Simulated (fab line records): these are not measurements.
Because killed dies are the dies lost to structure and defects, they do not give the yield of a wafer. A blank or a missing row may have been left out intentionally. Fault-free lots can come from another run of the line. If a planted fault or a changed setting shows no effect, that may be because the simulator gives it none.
fab line records    flow n5Finfet
record lots=6  wafers=18  lastDay=17
route steps=1938 shown PASSIVATION@1903
lots untouched by any fault: they come from a run of this same line in which no faults occurred
startH: the number of hours between the record's first day and the start of the first shown wafer of the lot    waitH: hours elapsed since this lot's preceding step    " the same as in the row above    L1.1+2: a row that stands for several wafers    - no value, or no start given    * or withheld: withheld    < > ~ a bound
route shown NAME@n: a module of which the file shows steps, and the number in the route of the first    usual: average and standard deviation across the fault-free wafers    same: alike in all rows    chamber/n: place in a boat    sites: the reading at each site    _std_site: the values' standard deviation    _edge_site: mean of outer sites minus mean of inner sites    radiusMm: for every site, how far away it sits from the centre of the wafer    mask NAME#n: copy n    behind: the last tool/chamber to shape the wafer    hold: reason for holding the lot/hours on hold/outcome of the hold    device: which transistor (n, p or np) failed to switch    end of line: the tests these same wafers got at the end of their route    where a step has no rows: the recipe by itself    killed: at the first sort, the dies lost to defects and structure; wafer yield is something else    map: dies across one wafer; x = killed, . = not, _ = none there
set.NAME: the setting the step ran with; set.NAME@STEP: the setting that earlier step ran with    model.NAME: the simulator's own value behind a step, which no gauge read
certain route steps with their lots: each step a table, each wafer a row
services: when a tool's chamber went out of use (startH, in hours from the record's first day, below 0 if earlier), for how many hours, and the reason
## steps
# step N5_PASSIVATION_DEVELOP_29
# recipe developTimeS=60  rinseLiquid=diw  dry=airSpin  devTempC=21
# step N5_PASSIVATION_HARDBAKE_31
# recipe tempC=130  timeS=120
# step N5_PASSIVATION_CD_MEAS_30
# recipe targetCdNm=4000  landingEnergyEv=500  detector=seInlens  polarity=opening
# usual cdNm=4000.9/2.3
lot.wafer  tool      chamber  startH  waitH  cdNm
L361.2     cdSem-03  0        272.80  -      4003.3
L361.4     "         0        "       "      4000.4
L361.5     "         0        "       "      4001.9
L365.2     cdSem-03  0        289.76  -      4003.3
L365.3     "         0        "       "      4004.2
L365.5     "         0        "       "      4002.6
L373.1     cdSem-01  0        332.23  -      4003.9
L373.3     "         0        "       "      4004.3
L373.4     "         0        "       "      4003.9
L372.2     cdSem-01  0        346.20  -      3997.7
L372.5     "         0        "       "      3999.6
L372.6     "         0        "       "      3996.5
L381.1     cdSem-03  0        387.41  -      3997.9
L381.4     "         0        "       "      4002.0
L381.6     "         0        "       "      3998.2
L383.1     cdSem-01  0        397.74  -      3997.6
L383.4     "         0        "       "      4001.4
L383.5     "         0        "       "      3998.2
# step N5_PASSIVATION_OVL_MEAS_63
# recipe pointsPerWafer=44
# usual PAD_OVL=-4/5.8
# same pointsPerWafer=44
lot.wafer  tool        chamber  startH  waitH  PAD_OVL[nm]
L361.2     overlay-01  0        272.83  0.0    -2
L361.4     "           0        "       "      1
L361.5     "           0        "       "      -4
L365.2     overlay-01  0        289.79  0.0    -3
L365.3     "           0        "       "      -13
L365.5     "           0        "       "      -14
L373.1     overlay-01  0        332.26  0.0    8
L373.3     "           0        "       "      12
L373.4     "           0        "       "      0
L372.2     overlay-01  0        346.23  0.0    -10
L372.5     "           0        "       "      -8
L372.6     "           0        "       "      -12
L381.1     overlay-01  0        387.44  0.0    -12
L381.4     "           0        "       "      2
L381.6     "           0        "       "      2
L383.1     overlay-01  0        397.77  0.0    -9
L383.4     "           0        "       "      -3
L383.5     "           0        "       "      -13
# step N5_PASSIVATION_INSPECT_64
# recipe mode=adi  inspectInstrument=macro
# usual rawDefectCount=2.3/1.4
lot.wafer  tool              chamber  startH  waitH  rawDefectCount
L361.2     defectInspect-02  -        272.85  0.0    3
L361.4     "                 -        "       "      1
L361.5     "                 -        "       "      2
L365.2     defectInspect-01  -        289.81  0.0    1
L365.3     "                 -        "       "      4
L365.5     "                 -        "       "      1
L373.1     defectInspect-02  -        332.28  0.0    1
L373.3     "                 -        "       "      3
L373.4     "                 -        "       "      3
L372.2     defectInspect-02  -        346.25  0.0    3
L372.5     "                 -        "       "      3
L372.6     "                 -        "       "      3
L381.1     defectInspect-01  -        387.46  0.0    1
L381.4     "                 -        "       "      1
L381.6     "                 -        "       "      2
L383.1     defectInspect-01  -        397.79  0.0    3
L383.4     "                 -        "       "      0
L383.5     "                 -        "       "      1
# step N5_PASSIVATION_DESCUM_32
# recipe chemistry=O2  timeS=7.9  sourcePowerW=50  biasPowerW=20  pressureMtorr=20  rfFrequencyHz=2.712e+07  tempC=40  o2FlowSccm=225
# usual chamberPressureMTorr=20.001/0.019  drypumpMotorCurrentA=5.7/0.4  oesProductAu=0.81/0.084  rfVppV=243.1/1.2  showerheadPlenumPTorr=2.09/0.063  throttleValvePct=20.37/0.23
lot.wafer  tool        chamber  startH  waitH  chamberPressureMTorr  drypumpMotorCurrentA  oesProductAu  rfHoursCounterH  rfVppV  showerheadPlenumPTorr  throttleValvePct
L361.2     rieDiel-01  1        272.89  0.0    19.984                5.6                   0.85          70               242.8   2.10                   19.96
L361.4     "           0        "       "      19.972                5.1                   0.79          108              241.4   2.04                   20.29
L361.5     "           3        "       "      20.049                5.2                   0.82          -                241.3   2.04                   20.59
L365.2     rieDiel-05  2        289.85  0.0    20.010                6.2                   0.95          7                243.8   2.12                   20.12
L365.3     "           3        "       "      20.003                5.6                   0.69          234              243.7   2.06                   20.55
L365.5     "           0        "       "      20.000                5.5                   0.78          -                246.1   2.20                   20.16
L373.1     rieDiel-01  1        332.33  0.1    19.978                5.5                   0.82          94               242.8   2.09                   20.00
L373.3     "           2        "       "      19.995                5.8                   0.92          28               242.6   2.04                   20.50
L373.4     "           0        "       "      19.990                5.1                   0.79          117              242.8   2.04                   20.30
L372.2     rieDiel-05  3        346.29  0.0    19.982                5.6                   0.67          261              242.2   2.05                   20.61
L372.5     "           0        "       "      19.972                5.6                   0.76          -                242.5   2.19                   20.22
L372.6     "           3        "       "      19.988                5.6                   0.67          -                244.0   2.05                   20.60
L381.1     rieDiel-05  3        387.50  0.0    19.969                5.6                   0.66          280              242.5   2.05                   20.62
L381.4     "           2        "       "      19.999                6.2                   0.86          -                243.1   2.11                   20.17
L381.6     "           3        "       "      19.965                5.6                   0.66          -                243.0   2.05                   20.63
L383.1     rieDiel-05  0        397.83  0.0    19.983                5.5                   0.73          156              244.6   2.18                   20.27
L383.4     "           2        "       "      19.996                6.2                   0.85          -                243.0   2.10                   20.17
L383.5     "           3        "       "      20.004                5.6                   0.66          -                242.4   2.05                   20.64
# step N5_PASSIVATION_AL_ETCH_33
# recipe chemistry=Cl2/BCl3  targetDepthA=28000  overEtchFrac=0.15  Cl2_flow_sccm=180  bcl3FlowSccm=60  target=Al  stopOn=TaN  timeS=466.7  ionEnergyEv=100  pressureMtorr=10  icpW=900  biasW=100
# usual chamberPressureMTorr=10.001/0.0093  drypumpMotorCurrentA=5.9/0.49  oesProductAu=0.71/0.076  throttleValvePct=34.33/0.19
lot.wafer  tool         chamber  startH  waitH  chamberPressureMTorr  drypumpMotorCurrentA  oesProductAu  rfHoursCounterH  throttleValvePct
L361.2     rieMetal-03  0        272.97  0.1    9.993                 5.6                   0.61          91               34.59
L361.4     "            1        "       "      10.002                5.9                   0.78          -                33.92
L361.5     "            1        "       "      10.013                5.9                   0.78          -                33.93
L365.2     rieMetal-03  1        289.93  0.1    9.986                 5.9                   0.76          18               33.95
L365.3     "            1        "       "      10.004                5.9                   0.77          -                33.93
L365.5     "            0        "       "      9.993                 5.6                   0.61          -                34.57
L373.1     rieMetal-01  1        332.42  0.1    10.000                6.5                   0.79          9                34.46
L373.3     "            0        "       "      10.027                6.4                   0.64          -                34.35
L373.4     "            1        "       "      10.006                6.5                   0.78          -                34.48
L372.2     rieMetal-01  0        346.37  0.1    10.015                6.4                   0.64          64               34.33
L372.5     "            1        "       "      10.008                6.6                   0.79          -                34.44
L372.6     "            0        "       "      10.003                6.4                   0.64          -                34.33
L381.1     rieMetal-03  1        387.59  0.1    10.002                5.9                   0.74          26               33.96
L381.4     "            1        "       "      9.990                 5.9                   0.74          -                33.95
L381.6     "            0        "       "      10.004                5.6                   0.59          -                34.62
L383.1     rieMetal-02  1        397.91  0.1    9.986                 5.1                   0.76          16               34.36
L383.4     "            0        "       "      10.010                6.0                   0.65          -                34.36
L383.5     "            0        "       "      9.998                 6.0                   0.65          -                34.37
# step N5_PASSIVATION_ETCH_59
# recipe chemistry=Cl2/BCl3  target=TaN  targetDepthA=650  timeS=34.9  ionEnergyEv=100  pressureMtorr=10  icpW=900  biasW=100  Cl2_flow_sccm=60  bcl3FlowSccm=30
# usual chamberPressureMTorr=9.999/0.009  drypumpMotorCurrentA=5.9/0.49  oesProductAu=0.80/0.095  throttleValvePct=21.12/0.19
lot.wafer  tool         chamber  startH  waitH  chamberPressureMTorr  drypumpMotorCurrentA  oesProductAu  rfHoursCounterH  throttleValvePct
L361.2     rieMetal-03  0        273.37  0.3    10.001                5.6                   0.68          91               21.39
L361.4     "            1        "       "      9.998                 5.9                   0.85          -                20.75
L361.5     "            1        "       "      9.995                 5.8                   0.85          -                20.75
L365.2     rieMetal-03  1        290.33  0.3    10.015                5.9                   0.85          18               20.76
L365.3     "            1        "       "      9.996                 5.9                   0.85          -                20.76
L365.5     "            0        "       "      9.994                 5.6                   0.68          -                21.40
L373.1     rieMetal-01  1        332.82  0.3    9.992                 6.5                   0.92          9                21.23
L373.3     "            0        "       "      9.994                 6.4                   0.71          -                21.12
L373.4     "            1        "       "      10.005                6.5                   0.91          -                21.24
L372.2     rieMetal-01  0        346.77  0.3    10.001                6.4                   0.70          65               21.16
L372.5     "            1        "       "      10.012                6.5                   0.89          -                21.26
L372.6     "            0        "       "      9.984                 6.3                   0.70          -                21.16
L381.1     rieMetal-03  1        387.99  0.3    9.995                 5.9                   0.81          26               20.77
L381.4     "            1        "       "      9.996                 5.9                   0.82          -                20.76
L381.6     "            0        "       "      10.001                5.6                   0.67          -                21.40
L383.1     rieMetal-02  1        398.32  0.3    9.991                 5.2                   0.89          17               21.06
L383.4     "            0        "       "      9.998                 6.0                   0.71          -                21.16
L383.5     "            0        "       "      10.005                6.0                   0.71          -                21.15
# step N5_PASSIVATION_STRIP_34
# recipe chemistry=O2  powerW=600  tempC=60  pressureMtorr=30  rfFrequencyHz=6e+07  biasPowerW=0  overashFraction=2  o2FlowSccm=225
# usual chamberPressureMTorr=29.99/0.087  drypumpMotorCurrentA=5.7/0.42  oesProductAu=0.81/0.076  rfVppV=3.7/1.6  showerheadPlenumPTorr=2.09/0.062  throttleValvePct=16.60/0.22
lot.wafer  tool        chamber  startH  waitH  chamberPressureMTorr  drypumpMotorCurrentA  oesProductAu  rfHoursCounterH  rfVppV  showerheadPlenumPTorr  throttleValvePct
L361.2     rieDiel-01  2        273.49  0.1    29.90                 5.8                   0.99          3                2.0     2.05                   16.61
L361.4     "           1        "       "      30.12                 5.6                   0.86          70               4.1     2.11                   16.25
L361.5     "           1        "       "      29.93                 5.6                   0.87          -                2.5     2.11                   16.22
L365.2     rieDiel-05  3        290.46  0.1    29.93                 5.6                   0.70          235              2.7     2.07                   16.85
L365.3     "           0        "       "      30.02                 5.5                   0.76          108              2.6     2.21                   16.42
L365.5     "           0        "       "      30.00                 5.5                   0.78          -                4.2     2.21                   16.41
L373.1     rieDiel-05  3        332.94  0.1    30.00                 5.6                   0.67          254              5.8     2.06                   16.87
L373.3     "           2        "       "      30.14                 6.1                   0.89          25               6.5     2.12                   16.37
L373.4     "           0        "       "      30.03                 5.5                   0.78          -                5.1     2.20                   16.46
L372.2     rieDiel-05  2        346.95  0.1    29.86                 6.3                   0.91          32               5.1     2.12                   16.46
L372.5     "           0        "       "      29.96                 5.5                   0.75          -                1.3     2.20                   16.47
L372.6     "           3        "       "      29.99                 5.6                   0.68          -                3.7     2.06                   16.87
L381.1     rieDiel-01  1        388.10  0.1    30.12                 5.6                   0.82          114              1.9     2.09                   16.33
L381.4     "           3        "       "      30.06                 5.2                   0.78          133              3.3     2.03                   16.88
L381.6     "           1        "       "      30.03                 5.5                   0.80          -                8.0     2.09                   16.34
L383.1     rieDiel-01  0        398.44  0.1    29.97                 5.1                   0.76          142              2.1     2.03                   16.60
L383.4     "           1        "       "      30.02                 5.6                   0.80          118              4.5     2.09                   16.34
L383.5     "           0        "       "      29.89                 5.1                   0.77          -                5.3     2.03                   16.58
# step N5_PASSIVATION_STRIP_51
# recipe chemistry=postEtchResidueRemover  timeS=1200  tempC=72.5
# step N5_PASSIVATION_CLEAN_69
# recipe chemistry=IPA  timeS=180  tempC=25
# step N5_PASSIVATION_SRD_70
# recipe dry=ipaMarangoni  timeS=30  tempC=23  rinseLiquid=diw
# step N5_PASSIVATION_PECVD_53
# recipe material=SiO2  targetThkA=8000  tempC=400  precursor=TEOS/O2  pressureTorr=6.5  rfW=withheld  teosFlowSccm=withheld  gas=O2  flowSccm=2650  timeS=169.4
# usual runLengthS=197.5/0.6
lot.wafer  tool      chamber  startH  waitH  runLengthS  model.SiO2_of_PASSIVATION_PECVD_53.thkNm
L361.2     pecvd-01  1        273.99  0.0    197.8       781.2
L361.4     "         0        "       "      197.9       808
L361.5     "         1        "       "      198.0       793.2
L365.2     pecvd-02  2        290.96  0.0    198.3       783.8
L365.3     "         0        "       "      197.0       798.8
L365.5     "         1        "       "      197.9       812.6
L373.1     pecvd-01  1        333.46  0.0    197.4       788
L373.3     "         0        "       "      198.0       803.4
L373.4     "         2        "       "      103.3       375.4
L372.2     pecvd-01  0        347.45  0.0    197.5       804.6
L372.5     "         2        "       "      102.7       369
L372.6     "         0        "       "      197.9       811
L381.1     pecvd-02  0        388.60  0.0    197.1       801.2
L381.4     "         0        "       "      198.0       810.2
L381.6     "         2        "       "      197.8       796.6
L383.1     pecvd-03  0        398.94  0.0    198.0       788.8
L383.4     "         2        "       "      197.0       799.4
L383.5     "         1        "       "      198.3       813.6
# step N5_PASSIVATION_PECVD_35
# recipe material=SiNx  targetThkA=7000  tempC=400  precursor=SiH4/NH3/N2  pressureTorr=4.9  rfW=1406  timeS=151.3
# usual heaterPowerW=358/83  runLengthS=195.4/0.61  showerheadPlenumPTorr=8.62/0.075  throttleValvePct=29.4/1.7
lot.wafer  tool      chamber  startH  waitH  heaterPowerW  runLengthS  showerheadPlenumPTorr  throttleValvePct
L361.2     pecvd-01  1        274.10  0.1    310           196.3       8.46                   32.3
L361.4     "         0        "       "      486           195.6       8.63                   28.2
L361.5     "         1        "       "      334           195.4       8.48                   32.2
L365.2     pecvd-02  2        291.07  0.1    381           196.0       8.68                   28.2
L365.3     "         0        "       "      410           195.0       8.73                   31.3
L365.5     "         1        "       "      190           195.3       8.64                   28.8
L373.1     pecvd-01  1        333.57  0.1    298           195.5       8.46                   32.7
L373.3     "         0        "       "      516           196.0       8.60                   28.6
L373.4     "         2        "       "      303           194.9       8.61                   28.8
L372.2     pecvd-01  0        347.56  0.1    429           195.8       8.61                   28.5
L372.5     "         2        "       "      238           194.9       8.58                   28.9
L372.6     "         0        "       "      471           195.6       8.61                   28.4
L381.1     pecvd-02  0        388.71  0.1    494           195.6       8.71                   31.6
L381.4     "         0        "       "      335           195.2       8.74                   31.5
L381.6     "         2        "       "      328           195.8       8.67                   28.9
L383.1     pecvd-03  0        399.06  0.1    405           195.2       8.66                   28.3
L383.4     "         2        "       "      443           194.1       8.70                   27.5
L383.5     "         1        "       "      472           196.4       8.67                   28.1
# step N5_PASSIVATION_PROBE_49
# usual defectLimitedYield=91.5/1.4  killed_at_M0_to_M3=32/9.7  killed_at_M4_up=14/5.3  killedAtContacts=11/6  killedAtFrontEnd=39/14  killedAtOther=3.3/2.7  killedDies=100/17  killedOpen=66/13  killedShort=32/7.4  sort_bin_5_function=4.9/0.9  sort_bin_6_memory=3.2/0.72  sortNPass=1080/17  sortYieldPct=91.5/1.4
# same grossDies=1180  killedAtBackSide=0  sort_bin_4_leakage[%]=0  sort_bin_8_speed[%]=0
lot.wafer  tool       chamber  startH  waitH  defectLimitedYield[%]  killed_at_M0_to_M3  killed_at_M4_up  killedAtContacts  killedAtFrontEnd  killedAtOther  killedDies  killedOpen  killedShort  sort_bin_5_function[%]  sort_bin_6_memory[%]  sortNPass  sortYieldPct[%]
L381.1     prober-02  -        392.28  0.0    89.1                   57                  10               11                49                2              129         85          38           5.7                     4.8                   1051       89.1
L381.4     prober-02  -        392.43  0.2    87.7                   46                  18               9                 71                1              145         86          58           7.0                     5.0                   1035       87.7
L381.6     prober-02  -        392.53  0.3    88.1                   51                  12               3                 71                3              140         84          52           6.0                     5.2                   1040       88.1
# killed by level:class
L381.1 FIN_SAQP:geometricParticle:open=20 BEOL_M0_SAQP:geometricParticle:open=17 BEOL_M0_SAQP:geometricParticle:short=16 BEOL_M3:geometricParticle:open=14 MOL_CONTACT_COAG:geometricParticle:open=8 FIN_SAQP:geometricParticle:short=6 STI_FIN_REVEAL:geometricParticle:open=4 STARTING-WAFER:geometricParticle:open=4
L381.4 FIN_SAQP:geometricParticle:open=27 FIN_SAQP:geometricParticle:short=16 BEOL_M0_SAQP:geometricParticle:short=14 BEOL_M0_SAQP:geometricParticle:open=12 GATE_CUT:geometricParticle:short=9 STI_FIN_REVEAL:geometricParticle:open=7 BEOL_M2:geometricParticle:open=7 MOL_CONTACT_COAG:geometricParticle:open=6
L381.6 FIN_SAQP:geometricParticle:open=18 BEOL_M0_SAQP:geometricParticle:short=17 BEOL_M0_SAQP:geometricParticle:open=13 FIN_SAQP:geometricParticle:short=11 STI_FIN_REVEAL:geometricParticle:open=11 BEOL_M1:geometricParticle:open=8 DUMMY_GATE:geometricParticle:open=5 ILD0:geometricParticle:open=5
## services
tool         chamber  startH  hours  kind
rieDiel-05   2        253.64  -      clean
rieDiel-05   2        253.64  -      consumableReplace:focusRing
rieDiel-05   2        253.64  17.4   scheduledDown
rieDiel-05   2        253.64  17.4   ventCycle
rieMetal-02  0        259.68  4.2    repair
pecvd-03     -        291.16  6.0    pm
rieDiel-01   0        293.25  34.3   repair
rieDiel-05   2        294.72  3.8    repair
pecvd-02     1        295.01  5.5    scheduledDown
rieMetal-01  -        296.07  2.8    pm
pecvd-01     0        297.92  5.5    scheduledDown
pecvd-03     0        297.99  2.1    scheduledDown
rieDiel-05   0        303.23  6.3    repair
rieMetal-02  1        307.60  2.2    repair
rieMetal-02  -        328.93  1.4    pm
pecvd-02     -        334.10  1.0    repair
rieMetal-02  -        356.20  0.7    repair
pecvd-03     -        383.88  1.2    repair
rieMetal-03  0        388.74  -      clean
rieDiel-01   -        391.33  0.1    repair
pecvd-02     -        393.09  2.1    repair
## key
firstSign step=N5_PASSIVATION_PECVD_53  reading=runLengthS  direction=down  sigmas=99+  usual=*  struck=*
effect none on later readings
modelEffect step=N5_PASSIVATION_PECVD_53  value=SiO2_of_PASSIVATION_PECVD_53.thkNm  without=816.5  struck=372.2
metAt N5_PASSIVATION_PECVD_53
struckWafers L372.5,L373.4
fault kind=processParameterDrift  tool=pecvd-01  chamber=2  onsetH=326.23  steps=N5_PASSIVATION_PECVD_53  channel=timeS  offset=*  shape=step  endH=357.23  actsIn=*  stated=*
